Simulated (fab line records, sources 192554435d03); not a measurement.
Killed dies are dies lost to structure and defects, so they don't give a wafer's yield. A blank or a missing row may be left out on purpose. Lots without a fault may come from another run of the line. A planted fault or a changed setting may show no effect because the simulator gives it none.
Which tool did it? | flow n5_finfet | 10 lots, 30 wafers sampled, at 6 steps of a route of 1938

WHAT THE GAUGES READ, wafer by wafer
N5_BEOL_M1_INSPECT_13: inspects for defects (brightfield).
lot  | measured     | on                | raw_defect_count
L431 | day 6 14:20  | defect_inspect-02 | 445 374 264
L432 | day 7 11:14  | defect_inspect-01 | 448 497 492
L435 | day 7 15:19  | defect_inspect-02 | 335 244 324
L436 | day 7 16:41  | defect_inspect-01 | 505 474 518
L438 | day 8 02:04  | defect_inspect-02 | 421 268 365
L443 | day 9 04:49  | defect_inspect-01 | 1099 976 1056
L446 | day 10 04:58 | defect_inspect-01 | 1142 908 1090
L451 | day 11 04:07 | defect_inspect-01 | 637 471 420
L452 | day 11 11:19 | defect_inspect-01 | 344 297 394
L454 | day 12 01:53 | defect_inspect-02 | 391 356 337

N5_BEOL_M4_RC_MEAS_101.
lot  | measured     | on        | DIBL_N (mV/V)  | DIBL_P (mV/V)  | IOFF_N (nA/um) | IOFF_P (nA/um) | ION_N (uA/um) | ION_P (uA/um) | SS_N (mV/dec)  | SS_P (mV/dec)  | VT_N (mV)   | VT_P (mV)
L431 | day 12 07:17 | prober-01 | 36.6 38.5 40.1 | 36.6 38.0 42.1 | 0.17 0.20 0.26 | 0.24 0.25 0.36 | 669 675 688   | 464 460 471   | 72.1 72.3 72.8 | 72.7 73.1 73.9 | 249 248 243 | -245 -243 -241
L432 | day 12 09:55 | prober-01 | 36.0 41.0 37.1 | 33.5 39.8 35.3 | 0.15 0.31 0.17 | 0.17 0.28 0.20 | 683 702 672   | 459 465 459   | 71.5 72.3 71.9 | 73.2 74.6 73.7 | 248 239 247 | -252 -246 -250
L435 | day 12 14:16 | prober-01 | 36.2 37.5 41.2 | 35.5 38.0 40.8 | 0.13 0.16 0.24 | 0.16 0.20 0.24 | 658 679 677   | 441 457 452   | 72.6 72.2 72.4 | 73.6 72.6 74.0 | 254 251 245 | -256 -254 -250
L436 | day 12 17:31 | prober-02 | 36.9 40.1 35.0 | 37.8 40.5 34.6 | 0.16 0.25 0.14 | 0.22 0.27 0.18 | 654 685 679   | 455 462 455   | 71.3 73.1 71.2 | 74.1 74.9 73.2 | 252 244 250 | -251 -249 -253
L438 | day 13 10:34 | prober-01 | 40.2 39.1 38.9 | 40.8 39.3 38.2 | 0.22 0.21 0.19 | 0.27 0.24 0.22 | 673 687 662   | 456 465 449   | 72.8 72.5 71.9 | 74.5 73.8 73.5 | 246 247 251 | -248 -248 -251
L443 | day 14 15:04 | prober-02 | 40.5 34.8 39.7 | 39.8 32.8 38.2 | 0.25 0.13 0.21 | 0.26 0.16 0.23 | 689 669 681   | 464 452 462   | 72.8 70.7 72.7 | 74.4 72.4 73.4 | 242 250 246 | -247 -253 -252
L446 | day 15 08:53 | prober-01 | 40.9 37.4 37.9 | 40.7 36.3 36.6 | 0.22 0.16 0.16 | 0.30 0.22 0.22 | 692 676 679   | 477 468 471   | 72.4 71.1 71.7 | 74.6 73.8 73.2 | 244 248 250 | -242 -250 -249
L451 | day 17 01:41 | prober-01 | 38.0 33.6 35.8 | 40.6 34.2 36.5 | 0.18 0.11 0.15 | 0.23 0.14 0.17 | 686 645 675   | 471 444 454   | 72.0 71.2 71.7 | 73.7 71.8 73.3 | 247 256 251 | -252 -253 -256
L452 | day 17 01:52 | prober-02 | 38.5 35.3 36.5 | 36.9 35.0 36.6 | 0.20 0.15 0.15 | 0.21 0.19 0.20 | 681 682 671   | 464 464 457   | 72.8 71.3 71.7 | 73.6 73.6 73.2 | 247 248 251 | -249 -249 -249
L454 | day 17 18:26 | prober-02 | 36.5 33.3 36.9 | 36.5 31.9 37.3 | 0.16 0.12 0.19 | 0.26 0.17 0.26 | 662 680 686   | 460 463 475   | 71.5 70.8 72.2 | 73.6 73.0 74.0 | 250 248 248 | -245 -251 -246

WHICH TOOL RAN EACH LOT (tool, then ch and the chambers of the sampled wafers, then the start)
lot  | N5_BEOL_M0_SPUTTER_116       | N5_BEOL_M1_ILD_DEP_00           | N5_BEOL_M1_HM_DEP_02         | N5_BEOL_M1_HM_OPEN_17
L431 | pvd_sputter-03, day 6 11:55  | pecvd-04 ch 0,1,2, day 6 13:28  | pvd_sputter-03, day 6 13:44  | rie_metal-03 ch 0,1, day 6 14:38
L432 | pvd_sputter-03, day 7 08:32  | pecvd-02 ch 1,2, day 7 10:02    | pvd_sputter-02, day 7 10:38  | rie_metal-03 ch 0,1, day 7 11:31
L435 | pvd_sputter-03, day 7 09:44  | pecvd-04 ch 0,2, day 7 11:36    | pvd_sputter-01, day 7 14:42  | rie_metal-03 ch 0, day 7 15:42
L436 | pvd_sputter-02, day 7 12:07  | pecvd-04 ch 0,1,2, day 7 15:52  | pvd_sputter-01, day 7 16:12  | rie_metal-01 ch 0,1, day 7 17:13
L438 | pvd_sputter-02, day 7 22:09  | pecvd-02 ch 1,2, day 8 00:38    | pvd_sputter-03, day 8 01:28  | rie_metal-01 ch 0,1, day 8 02:36
L443 | pvd_sputter-03, day 9 01:48  | pecvd-04 ch 0,2, day 9 03:32    | pvd_sputter-01, day 9 04:19  | rie_metal-01 ch 0,1, day 9 05:07
L446 | pvd_sputter-02, day 10 01:12 | pecvd-03 ch 1,2, day 10 02:53   | pvd_sputter-01, day 10 04:22 | rie_metal-01 ch 0,1, day 10 05:15
L451 | pvd_sputter-02, day 11 01:09 | pecvd-04 ch 0,1,2, day 11 02:39 | pvd_sputter-02, day 11 03:38 | rie_metal-02 ch 0,1, day 11 04:36
L452 | pvd_sputter-03, day 11 06:28 | pecvd-04 ch 0,1,2, day 11 07:56 | pvd_sputter-02, day 11 10:50 | rie_metal-01 ch 0,1, day 11 11:36
L454 | pvd_sputter-02, day 11 23:39 | pecvd-03 ch 0,2, day 12 01:08   | pvd_sputter-02, day 12 01:22 | rie_metal-01 ch 1, day 12 02:10
- N5_BEOL_M0_SPUTTER_116: material Cu, target thk 4 nm, time 7.37 s.
- N5_BEOL_M1_ILD_DEP_00: deposits SiOC from DEMS/O2, target thk 79 nm, time 15.3 s.
- N5_BEOL_M1_HM_DEP_02: deposits TiN, target thk 20 nm.
- N5_BEOL_M1_HM_OPEN_17: chemistry Cl2/BCl3, target TiN, target depth 20 nm, overetch 6 nm.

WHAT THE TOOLS THEMSELVES READ (means of the sampled wafers that have a number; where no wafer has one, the mark that the record gives instead)
N5_BEOL_M0_SPUTTER_116.
lot  | tool           | throttle_valve_pct (%)
L431 | pvd_sputter-03 | 30.1
L432 | pvd_sputter-03 | 30.9
L435 | pvd_sputter-03 | 30.3
L436 | pvd_sputter-02 | 30.0
L438 | pvd_sputter-02 | 30.0
L443 | pvd_sputter-03 | 30.8
L446 | pvd_sputter-02 | 30.6
L451 | pvd_sputter-02 | 30.1
L452 | pvd_sputter-03 | 29.6
L454 | pvd_sputter-02 | 29.9

N5_BEOL_M1_ILD_DEP_00.
lot  | tool     | chamber_pressure_Torr (Torr) | heater_power_w (W) | showerhead_plenum_p_Torr (Torr) | throttle_valve_pct (%)
L431 | pecvd-04 | 5.004                        | 604                | 5.681                           | 12.3
L432 | pecvd-02 | 5.012                        | 522                | 5.692                           | 11.9
L435 | pecvd-04 | 5.004                        | 590                | 5.685                           | 12.0
L436 | pecvd-04 | 4.992                        | 611                | 5.681                           | 12.1
L438 | pecvd-02 | 4.995                        | 494                | 5.699                           | 12.0
L443 | pecvd-04 | 5.002                        | 631                | 5.693                           | 11.9
L446 | pecvd-03 | 5.008                        | 527                | 5.716                           | 11.7
L451 | pecvd-04 | 4.995                        | 585                | 5.678                           | 12.0
L452 | pecvd-04 | 5.003                        | 624                | 5.682                           | 12.0
L454 | pecvd-03 | 5.000                        | 378                | 5.694                           | 11.8

N5_BEOL_M1_HM_DEP_02.
lot  | tool           | throttle_valve_pct (%)
L431 | pvd_sputter-03 | 30.2
L432 | pvd_sputter-02 | 29.9
L435 | pvd_sputter-01 | 31.1
L436 | pvd_sputter-01 | 31.0
L438 | pvd_sputter-03 | 30.7
L443 | pvd_sputter-01 | 29.2
L446 | pvd_sputter-01 | 31.0
L451 | pvd_sputter-02 | 30.5
L452 | pvd_sputter-02 | 30.1
L454 | pvd_sputter-02 | 30.5

N5_BEOL_M1_HM_OPEN_17.
lot  | tool         | drypump_motor_current_A (A) | oes_product_au (a.u.) | throttle_valve_pct (%)
L431 | rie_metal-03 | 6.2                         | 0.60                  | 22.2
L432 | rie_metal-03 | 6.2                         | 0.60                  | 22.2
L435 | rie_metal-03 | 5.8                         | 0.69                  | 22.1
L436 | rie_metal-01 | 6.4                         | 0.67                  | 21.6
L438 | rie_metal-01 | 6.3                         | 0.65                  | 21.8
L443 | rie_metal-01 | 6.3                         | 0.64                  | 21.8
L446 | rie_metal-01 | 6.4                         | 0.66                  | 21.6
L451 | rie_metal-02 | 5.4                         | 0.64                  | 22.2
L452 | rie_metal-01 | 6.3                         | 0.62                  | 21.8
L454 | rie_metal-01 | 6.3                         | 0.59                  | 22.0

THE ANSWER, worked out from the rows above alone
Rule: what is usual is taken from the lots themselves. Put in order of their means at a reading, lots are off if they are a third of the lots or fewer, leave a main group of 4 or more, and stand apart from it by a gap of 3 or more times the standard deviation of the main group's means; of several such gaps the widest counts. A main group whose means are all the same, to the digits that the tables above print for the reading, isn't used. A lot without any number at a reading at which 4 lots or more have one is off too. The other lots that the step has rows for count as sound. The gauges are gone through in route order, then the tools' own readings, and for those a lot's mean is taken as printed above. The first step at which some lot is off is used, and at that step the reading that is off furthest; a lot without a number counts as furthest.
Off: L443, L446, at N5_BEOL_M1_INSPECT_13 (raw_defect_count). The main group: mean 401, standard deviation 76.
A tool fits if, at a process step before that reading, it ran every lot that is off, and no sound lot after the first of them. The gauges at N5_BEOL_M1_INSPECT_13 are tried like those tools. One fits: pvd_sputter-01 at N5_BEOL_M1_HM_DEP_02. Its last sound lot is L436 (day 7 16:12), its first lot that is off L443 (day 9 04:19): a fault that began between those two fits.

WHAT THE SIMULATOR HAD PUT IN
Chamber particle source: pvd_sputter-01, from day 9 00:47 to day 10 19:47, at N5_BEOL_M1_HM_DEP_02. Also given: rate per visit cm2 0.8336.
Lots struck among those shown: L443, L446. The rule above found the same.
